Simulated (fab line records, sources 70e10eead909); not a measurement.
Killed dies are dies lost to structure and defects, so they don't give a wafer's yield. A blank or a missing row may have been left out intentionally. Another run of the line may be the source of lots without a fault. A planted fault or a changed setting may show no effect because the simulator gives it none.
Chamber matching | flow nand_harc | cmp-02 running NHARC_P_BONDPAD_CMP_32: 4 sister chambers
The step polishes SiCN, target thk 200 nm. 16 wafers are shown with their chamber, then 8 later ones without.

== EACH WAFER AND ITS CHAMBER ==
wafer  | chamber | motor_current_A (A)
L076.1 | 1       | 11.4
L076.3 | 3       | 11.0
L076.4 | 2       | 11.6
L080.4 | 2       | 10.5
L080.5 | 3       | 11.1
L080.6 | 0       | 12.5
L082.1 | 1       | 11.2
L082.2 | 2       | 11.1
L082.4 | 3       | 11.3
L083.2 | 2       | 11.7
L083.3 | 1       | 11.0
L083.4 | 3       | 11.4
L085.2 | 0       | 13.3
L085.3 | 2       | 11.0
L085.6 | 3       | 11.3
L086.3 | 1       | 10.6

SIGNATURES, as means of the wafers listed above
reading         | chamber 0 | chamber 1 | chamber 2 | chamber 3 | scatter within a chamber
motor_current_A | 12.900    | 11.050    | 11.180    | 11.220    | 0.379
Rule: for a wafer and a chamber, the distance is found by dividing, reading by reading, the gap between the wafer's reading and the chamber's mean by the reading's scatter, squaring, summing and taking the root. The wafer belongs to the nearest chamber; if the next one is less than 2 further off, it can't be placed. How the scatter is found: for the shown wafers, subtract from each reading the mean of its chamber, square and add these, divide the total by (wafers less chambers), then take the root.

== WAFERS MISSING THEIR CHAMBER ==
wafer  | motor_current_A (A)
L086.4 | 11.2
L086.5 | 13.5
L088.1 | 10.7
L088.4 | 10.8
L088.5 | 11.1
L095.1 | 11.3
L095.2 | 11.5
L095.5 | 12.4

== EACH ONE'S CHAMBER ==
wafer  | from the rows above          | in truth
L086.4 | can't be placed: 2 or 3 or 1 | 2
L086.5 | 0                            | 0
L088.1 | can't be placed: 1 or 2 or 3 | 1
L088.4 | can't be placed: 1 or 2 or 3 | 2
L088.5 | can't be placed: 1 or 2 or 3 | 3
L095.1 | can't be placed: 3 or 2 or 1 | 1
L095.2 | can't be placed: 3 or 2 or 1 | 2
L095.5 | can't be placed: 0 or 3 or 2 | 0
Correct placement for 1 of the 8. Can't be placed from these rows: 7 (the true chamber is among the candidates in 7). 0 placed wrongly.
